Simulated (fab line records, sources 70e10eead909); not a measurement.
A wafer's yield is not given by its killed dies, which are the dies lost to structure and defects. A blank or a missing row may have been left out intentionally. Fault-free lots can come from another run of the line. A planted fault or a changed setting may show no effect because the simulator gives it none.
fab line records ; flow nand-harc
[record] lots = 6; wafers = 17; last-day = 32
route steps=1302 shown A_CONTACT@1032
lots that met no fault: taken from a fault-free run of the same line
start-h: the number of hours between the record's first day and the start of the first shown wafer of the lot ; wait-h: hours since the lot's step before ; " unchanged from the row above ; L1.1+2: a single row standing in for several wafers ; - no value present, or no start provided ; * or withheld: withheld ; < > ~ a bound
route shown NAME@n: a module of which the file shows steps, and the number in the route of the first ; usual: the fault-free wafers' mean and standard deviation ; same: alike in all rows ; chamber/n: place in a boat ; sites: each site's reading ; _std_site: how widely they spread, as a standard deviation ; _edge_site: mean of outer sites minus mean of inner sites ; radius-mm: for every site, how far away it sits from the centre of the wafer ; mask NAME#n: copy n ; behind: the most recent tool/chamber to have shaped the wafer ; hold: why the lot went on hold/how many hours it stayed there/how the hold came to an end ; device: the transistor (n, p or np) that didn't switch ; end of line: tests of these same wafers at the route's end ; where a step has no rows: the recipe by itself ; killed: dies that structure and defects cost at the first sort, which is not the same as the wafer's yield ; map: a wafer's dies, x killed, . not, _ none there
set.NAME: setting as actually run; set.NAME@STEP: the setting as run at that earlier step ; model.NAME: the simulator's own value behind a step, which no gauge read
lots at some steps of the route; a table a step, a row a wafer
services: a tool's chamber out of use, with start hour (start-h, from the record's first day; less than 0 if before it), hours out, and reason
[[steps]]
[step NHARC_A_CONTACT_COAT_62]
[recipe] temp-c = 225; time-s = 65
[step NHARC_A_CONTACT_COAT_63]
[recipe] spin-rpm = 1500; resist-thk-nm = 90
[step NHARC_A_CONTACT_SOFTBAKE_64]
[recipe] temp-c = 105; time-s = 55
[step NHARC_A_CONTACT_EBR_65]
[step NHARC_A_CONTACT_EXPOSE_66]
[recipe] na = 1.35; sigma-outer = 0.8; dose-mj = 59.02; mask-id = A_CC_2
[step NHARC_A_CONTACT_PEB_67]
[recipe] peb-temp-c = 100; peb-time-s = 65
[step NHARC_A_CONTACT_DEVELOP_68]
[recipe] develop-time-s = 35; dev-temp-c = 23
[step NHARC_A_CONTACT_CD_MEAS_69]
[recipe] target-cd-nm = 300; landing-energy-ev = 500
[usual] cd-nm = 300.2/0.42
lot.wafer;tool;chamber;start-h;wait-h;cd-nm
L369.3;cd-sem-01;0;495.22;-;300.3
L369.4;cd-sem-01;0;495.22;-;299.9
L369.6;cd-sem-01;0;495.22;-;300.0
L375.1;cd-sem-03;0;554.39;-;299.7
L375.3;cd-sem-03;0;554.39;-;300.1
L375.6;cd-sem-03;0;554.39;-;300.2
L376.1;cd-sem-03;0;573.92;-;299.9
L376.4;cd-sem-03;0;573.92;-;299.9
L382.2;cd-sem-02;0;639.01;-;300.9
L382.3;cd-sem-02;0;639.01;-;300.7
L382.5;cd-sem-02;0;639.01;-;301.0
L387.1;cd-sem-03;0;678.66;-;300.9
L387.2;cd-sem-03;0;678.66;-;301.1
L387.3;cd-sem-03;0;678.66;-;300.1
L386.2;cd-sem-02;0;695.64;-;299.7
L386.3;cd-sem-02;0;695.64;-;299.7
L386.5;cd-sem-02;0;695.64;-;300.6
[step NHARC_A_CONTACT_OVL_MEAS_70]
[usual] overlay-x-nm = 0.3/0.9; overlay-y-nm = 0.1/0.77
lot.wafer;tool;chamber;start-h;wait-h;overlay-x-nm;overlay-y-nm
L369.3;overlay-01;-;495.30;-;-0.1;0.0
L369.4;overlay-01;-;495.30;-;0.5;-0.9
L369.6;overlay-01;-;495.30;-;0.7;-1.0
L375.1;overlay-01;-;554.48;-;0.0;0.0
L375.3;overlay-01;-;554.48;-;0.2;-0.3
L375.6;overlay-01;-;554.48;-;0.0;-0.5
L376.1;overlay-02;-;574.01;-;0.0;-0.7
L376.4;overlay-02;-;574.01;-;0.0;-1.2
L382.2;overlay-01;-;639.09;-;0.7;0.0
L382.3;overlay-01;-;639.09;-;0.9;-0.6
L382.5;overlay-01;-;639.09;-;1.3;-0.3
L387.1;overlay-01;-;678.74;-;-0.4;-0.1
L387.2;overlay-01;-;678.74;-;-0.7;0.1
L387.3;overlay-01;-;678.74;-;-0.8;-0.1
L386.2;overlay-02;-;695.73;-;0.6;0.7
L386.3;overlay-02;-;695.73;-;0.3;0.5
L386.5;overlay-02;-;695.73;-;0.9;0.8
[step NHARC_A_CONTACT_INSPECT_71]
[usual] raw-defect-count = 79/29
lot.wafer;tool;chamber;start-h;wait-h;raw-defect-count
L369.3;defect-inspect-02;-;495.34;0.0;64
L369.4;defect-inspect-02;-;495.34;0.0;75
L369.6;defect-inspect-02;-;495.34;0.0;64
L375.1;defect-inspect-01;-;554.52;0.0;95
L375.3;defect-inspect-01;-;554.52;0.0;111
L375.6;defect-inspect-01;-;554.52;0.0;105
L376.1;defect-inspect-01;-;574.05;0.0;132
L376.4;defect-inspect-01;-;574.05;0.0;130
L382.2;defect-inspect-02;-;639.13;0.0;108
L382.3;defect-inspect-02;-;639.13;0.0;85
L382.5;defect-inspect-02;-;639.13;0.0;93
L387.1;defect-inspect-01;-;678.78;0.0;59
L387.2;defect-inspect-01;-;678.78;0.0;73
L387.3;defect-inspect-01;-;678.78;0.0;68
L386.2;defect-inspect-01;-;695.77;0.0;67
L386.3;defect-inspect-01;-;695.77;0.0;68
L386.5;defect-inspect-01;-;695.77;0.0;63
[step NHARC_A_CONTACT_DESCUM_74]
[recipe] time-s = 3; o2-flow-sccm = 200; ar-flow-sccm = 0; bias-power-w = 0; chemistry = O2
[usual] drypump-motor-current-A = 5.87/0.25; oes-product-au = 0.998/0.0077; rf-vpp-V = 57.8/0.95; showerhead-plenum-p-Torr = 1.92/0.082; throttle-valve-pct = 11.312/0.0094
lot.wafer;tool;chamber;start-h;wait-h;drypump-motor-current-A;oes-product-au;rf-hours-counter-h;rf-vpp-V;showerhead-plenum-p-Torr;throttle-valve-pct
L369.3;rie-diel-01;3;495.40;0.1;5.65;1.010;19;58.3;1.84;11.316
L369.4;rie-diel-01;1;495.40;0.1;5.84;1.004;19;58.4;2.00;11.334
L369.6;rie-diel-01;0;495.40;0.1;6.05;0.983;-;57.6;2.04;11.316
L375.1;rie-diel-01;0;554.58;0.1;6.03;1.002;28;56.5;2.03;11.311
L375.3;rie-diel-01;3;554.58;0.1;5.65;1.007;31;58.2;1.83;11.299
L375.6;rie-diel-01;0;554.58;0.1;6.03;1.000;-;59.3;2.03;11.313
L376.4;rie-diel-01;3;574.11;0.1;5.64;1.002;0;58.6;1.83;11.305
L376.1;rie-diel-01;1;574.11;0.1;5.89;0.999;0;58.8;2.00;11.306
L382.3;rie-diel-07;3;639.20;0.1;6.31;0.991;47;57.1;1.97;11.319
L382.2;rie-diel-07;0;639.20;0.1;5.01;0.991;48;56.6;1.76;11.309
L382.5;rie-diel-07;3;639.20;0.1;6.32;0.998;-;55.7;1.97;11.307
L387.3;rie-diel-01;1;678.84;0.1;5.85;0.997;13;57.8;1.99;11.311
L387.1;rie-diel-01;2;678.84;0.1;5.83;1.009;11;58.2;1.88;11.313
L387.2;rie-diel-01;3;678.84;0.1;5.59;1.009;13;57.4;1.83;11.310
L386.3;rie-diel-01;0;695.84;0.1;6.02;0.999;16;58.5;2.03;11.312
L386.2;rie-diel-01;1;695.84;0.1;5.88;1.003;16;59.0;1.99;11.319
L386.5;rie-diel-01;3;695.84;0.1;5.63;1.000;-;56.7;1.83;11.324
[step NHARC_A_CONTACT_ETCH_75]
[recipe] target-depth-a = 390; over-etch-frac = 0.3; time-s = 65; ion-energy-ev = 80; cf4-flow-sccm = 150; ar-flow-sccm = 0; rf-w = 300; bias-w = 100; chemistry = CF4
[usual] cf4-flow-sccm = 150.0/0.43; drypump-motor-current-A = 5.87/0.28; oes-product-au = 0.999/0.007; rf-vpp-V = 151.4/1.2; showerhead-plenum-p-Torr = 1.78/0.072; throttle-valve-pct = 13.284/0.0092
lot.wafer;tool;chamber;start-h;wait-h;cf4-flow-sccm;drypump-motor-current-A;oes-product-au;rf-hours-counter-h;rf-vpp-V;showerhead-plenum-p-Torr;throttle-valve-pct
L369.3;rie-diel-01;3;495.50;0.1;150.0;5.66;1.004;19;150.3;1.70;13.288
L369.4;rie-diel-01;0;495.50;0.1;149.9;6.06;0.995;17;152.8;1.87;13.261
L369.6;rie-diel-01;1;495.50;0.1;150.4;5.87;0.990;-;150.8;1.84;13.294
L375.1;rie-diel-01;2;554.67;0.1;149.8;5.85;1.001;30;150.4;1.74;13.297
L375.3;rie-diel-01;3;554.67;0.1;150.5;5.64;1.011;31;150.1;1.70;13.282
L375.6;rie-diel-01;2;554.67;0.1;150.5;5.84;0.998;-;149.9;1.74;13.297
L376.1;rie-diel-01;0;574.20;0.1;150.1;6.05;0.999;0;153.4;1.87;13.272
L376.4;rie-diel-01;3;574.20;0.1;150.2;5.68;0.995;0;149.0;1.70;13.288
L382.2;rie-diel-07;1;639.28;0.1;149.6;6.03;1.001;51;151.2;1.74;13.287
L382.3;rie-diel-07;2;639.28;0.1;150.2;5.50;1.006;50;150.0;1.72;13.291
L382.5;rie-diel-07;1;639.28;0.1;150.9;6.06;1.003;-;152.3;1.74;13.278
L387.2;rie-diel-01;3;678.93;0.1;149.8;5.64;1.004;13;152.1;1.70;13.289
L387.1;rie-diel-01;1;678.93;0.1;150.0;5.85;1.008;13;152.1;1.84;13.295
L387.3;rie-diel-01;2;678.93;0.1;149.6;5.85;0.998;11;150.8;1.74;13.284
L386.2;rie-diel-01;1;695.91;0.1;150.5;5.91;0.988;16;151.4;1.84;13.272
L386.3;rie-diel-01;3;695.91;0.1;150.2;5.66;0.993;16;150.4;1.70;13.278
L386.5;rie-diel-01;1;695.91;0.1;149.9;5.89;0.999;-;152.8;1.84;13.275
[step NHARC_A_CONTACT_ETCH_76]
[recipe] target-depth-a = 2600; over-etch-frac = 0.3; time-s = 475.3; ion-energy-ev = 200; n2-flow-sccm = 150; h2-flow-sccm = 150; ar-flow-sccm = 0; rf-w = 400; bias-w = 150; chemistry = N2/H2
[usual] drypump-motor-current-A = 5.86/0.26; oes-product-au = 1.000/0.0071; rf-vpp-V = 430.5/2.5; showerhead-plenum-p-Torr = 2.04/0.087; throttle-valve-pct = 14.172/0.0092
lot.wafer;tool;chamber;start-h;wait-h;drypump-motor-current-A;oes-product-au;rf-hours-counter-h;rf-vpp-V;showerhead-plenum-p-Torr;throttle-valve-pct
L369.4;rie-diel-01;0;495.58;-;6.02;0.993;17;434.1;2.17;14.169
L369.3;rie-diel-01;2;495.58;-;5.90;1.004;21;427.6;2.01;14.172
L369.6;rie-diel-01;1;495.58;-;5.85;1.010;-;432.4;2.13;14.167
L375.1;rie-diel-01;1;554.76;-;5.87;0.845;30;433.8;2.13;14.158
L375.3;rie-diel-01;2;554.76;-;5.88;0.999;31;431.1;2.01;14.152
L375.6;rie-diel-01;1;554.76;-;5.87;0.997;-;431.6;2.13;14.167
L376.4;rie-diel-01;2;574.29;-;5.88;0.991;0;429.8;2.01;14.182
L376.1;rie-diel-01;3;574.29;-;5.64;0.837;0;429.3;1.95;14.182
L382.2;rie-diel-07;1;639.40;-;6.02;0.998;51;428.3;2.00;14.159
L382.3;rie-diel-07;3;639.40;-;6.33;0.992;47;432.5;2.11;14.180
L382.5;rie-diel-07;1;639.40;-;6.02;1.009;-;428.3;2.00;14.165
L387.2;rie-diel-01;2;679.02;-;5.82;1.003;11;429.0;2.01;14.165
L387.1;rie-diel-01;3;679.02;-;5.65;1.003;13;428.1;1.95;14.170
L387.3;rie-diel-01;0;679.02;-;6.02;0.986;13;434.4;2.16;14.178
L386.3;rie-diel-01;3;696.00;-;5.64;0.998;16;426.6;1.95;14.176
L386.2;rie-diel-01;1;696.00;-;5.87;1.002;17;432.8;2.12;14.178
L386.5;rie-diel-01;0;696.00;-;6.02;0.984;-;433.3;2.16;14.191
[step NHARC_A_CONTACT_ETCH_77]
[recipe] target-depth-a = 1089; time-s = 54.5; cf4-flow-sccm = 100; chf3-flow-sccm = 30; ar-flow-sccm = 0; rf-w = 500; bias-w = 200; chemistry = CF4/CHF3
[usual] cf4-flow-sccm = 99.98/0.29; drypump-motor-current-A = 5.85/0.27; oes-product-au = 0.931/0.017; rf-vpp-V = 370.8/2.2; showerhead-plenum-p-Torr = 1.58/0.063; throttle-valve-pct = 16.803/0.009
lot.wafer;tool;chamber;start-h;wait-h;cf4-flow-sccm;drypump-motor-current-A;oes-product-au;rf-hours-counter-h;rf-vpp-V;showerhead-plenum-p-Torr;throttle-valve-pct
L369.3;rie-diel-01;3;-;-;100.14;5.65;0.929;19;367.9;1.51;16.813
L369.4;rie-diel-01;1;-;-;99.97;5.85;0.920;19;373.6;1.64;16.780
L369.6;rie-diel-01;3;-;-;99.97;5.63;0.939;-;368.5;1.51;16.809
L375.3;rie-diel-01;1;-;-;100.24;5.84;0.962;30;372.3;1.64;16.815
L375.1;rie-diel-01;2;-;-;100.20;5.85;0.977;31;369.4;1.55;16.796
L375.6;rie-diel-01;3;-;-;100.09;5.65;0.977;-;368.9;1.51;16.801
L376.4;rie-diel-01;0;-;-;100.05;6.02;0.915;0;372.8;1.66;16.811
L376.1;rie-diel-01;1;-;-;100.04;5.88;0.926;0;374.0;1.64;16.802
L382.3;rie-diel-07;0;-;-;100.16;4.96;0.930;48;366.3;1.46;16.811
L382.2;rie-diel-07;1;-;-;99.51;6.05;0.936;51;369.5;1.55;16.803
L382.5;rie-diel-07;2;-;-;99.45;5.51;0.930;-;369.0;1.53;16.801
L387.1;rie-diel-01;0;-;-;100.12;6.03;0.906;13;372.9;1.66;16.786
L387.2;rie-diel-01;1;-;-;99.71;5.87;0.923;13;371.8;1.63;16.803
L387.3;rie-diel-01;2;-;-;100.05;5.87;0.922;11;369.1;1.55;16.796
L386.3;rie-diel-01;3;-;-;99.66;5.64;0.935;17;368.8;1.51;16.807
L386.2;rie-diel-01;0;-;-;99.73;6.06;0.915;16;373.7;1.66;16.803
L386.5;rie-diel-01;3;-;-;100.46;5.63;0.919;-;368.7;1.51;16.806
[[services]]
tool;chamber;start-h;hours;kind
rie-diel-07;-;472.66;9.0;pm
rie-diel-01;0;487.82;-;clean
rie-diel-01;1;487.82;-;clean
rie-diel-01;2;487.82;-;clean
rie-diel-01;3;487.82;-;clean
rie-diel-01;0;512.32;-;clean
rie-diel-01;1;512.32;-;clean
rie-diel-01;2;512.32;-;clean
rie-diel-01;3;512.32;-;clean
rie-diel-01;2;532.67;6.3;repair
rie-diel-01;0;536.90;-;clean
rie-diel-01;1;536.90;-;clean
rie-diel-01;3;536.90;-;clean
rie-diel-01;-;558.32;9.0;pm
rie-diel-01;0;558.32;9.0;vent-cycle
rie-diel-01;1;558.32;9.0;vent-cycle
rie-diel-01;2;558.32;9.0;vent-cycle
rie-diel-01;3;558.32;9.0;vent-cycle
rie-diel-01;0;567.32;-;clean
rie-diel-01;0;567.32;-;consumable-replace:focus-ring
rie-diel-01;1;567.32;-;clean
rie-diel-01;-;619.30;36.6;repair
rie-diel-07;-;649.66;9.0;pm
rie-diel-07;3;662.54;3.8;repair
[[key]]
[first-sign] step = NHARC_A_CONTACT_ETCH_76; reading = oes-product-au; direction = down; sigmas = 22; usual = 1.000; struck = 0.841
effect none on later readings
met-at NHARC_A_CONTACT_ETCH_76
struck-wafers L375.1,L376.1
sort-left-out L375.1,L376.1
tester-left-out L375,L376
onset-between 495.58 554.76
[fault] kind = process-parameter-drift; tool = rie-diel-01; chamber = -; onset-h = 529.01; steps = NHARC_A_CONTACT_ETCH_76; channel = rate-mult; offset = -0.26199; shape = step; end-h = 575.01; scope = struck-wafers-only
// tester-left-out: of these lots the tester's yield and bins aren't shown, on N5 and GAA mostly nor the transistor test; their killed dies are dies lost to structure and defects alone, not to doping, threshold or leakage, so they don't give the yield
// sort-left-out: the simulated sort isn't trusted on such a fault, so these wafers' sort isn't shown, and their yield isn't known
